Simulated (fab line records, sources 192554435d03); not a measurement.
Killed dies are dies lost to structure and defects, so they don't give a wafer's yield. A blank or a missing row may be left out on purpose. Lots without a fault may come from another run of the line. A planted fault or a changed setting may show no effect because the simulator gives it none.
Which tool did it? | flow n5_finfet | 11 lots, 30 wafers sampled, at 1 step of a route of 1938

WHAT THE GAUGES READ, wafer by wafer
N5_BEOL_M12_INSPECT_12: inspects for defects (macro). Usual: raw_defect_count 2.1, standard deviation 1.4.
lot  | measured     | on                | raw_defect_count | flag
L949 | day 12 08:55 | defect_inspect-01 | 4 3 1            |
L950 | day 12 10:34 | defect_inspect-01 | 4 0 2            |
L953 | day 12 19:09 | defect_inspect-02 | 1 2 2            |
L956 | day 12 20:21 | defect_inspect-02 | 3 1 1            |
L957 | day 14 08:08 | defect_inspect-01 | 1 0 1            |
L958 | day 14 17:40 | defect_inspect-02 | 3 2 1            |
L959 | day 15 02:05 | defect_inspect-02 | 2 2              |
L962 | day 15 09:49 | defect_inspect-01 | 4 4              |
L966 | day 16 04:50 | defect_inspect-01 | 1 1              |
L967 | day 16 08:37 | defect_inspect-01 | 1 5 1            |
L968 | day 16 15:29 | defect_inspect-01 | 3 1 2            |

WHICH TOOL RAN EACH LOT (tool, then ch and the chambers of the sampled wafers, then the start)
The record holds no process step before these readings.

WHAT THE TOOLS THEMSELVES READ (means of the sampled wafers that have a number; where no wafer has one, the mark that the record gives instead)
The record holds no such reading with a usual standard deviation.

THE ANSWER, worked out from the rows above alone
Rule: a lot is off if the mean of its wafers that have a number lies more than 3 standard deviations from the usual mean. A lot without any number at a reading at which 4 lots or more have one is off too. The other lots that the step has rows for count as sound. The gauges are gone through in route order, then the tools' own readings, and for those a lot's mean is taken as printed above. The first step at which some lot is off is used, and at that step the reading that is off furthest; a lot without a number counts as furthest.
No lot is off at any reading shown: from this, nothing can be told.

WHAT THE SIMULATOR HAD PUT IN
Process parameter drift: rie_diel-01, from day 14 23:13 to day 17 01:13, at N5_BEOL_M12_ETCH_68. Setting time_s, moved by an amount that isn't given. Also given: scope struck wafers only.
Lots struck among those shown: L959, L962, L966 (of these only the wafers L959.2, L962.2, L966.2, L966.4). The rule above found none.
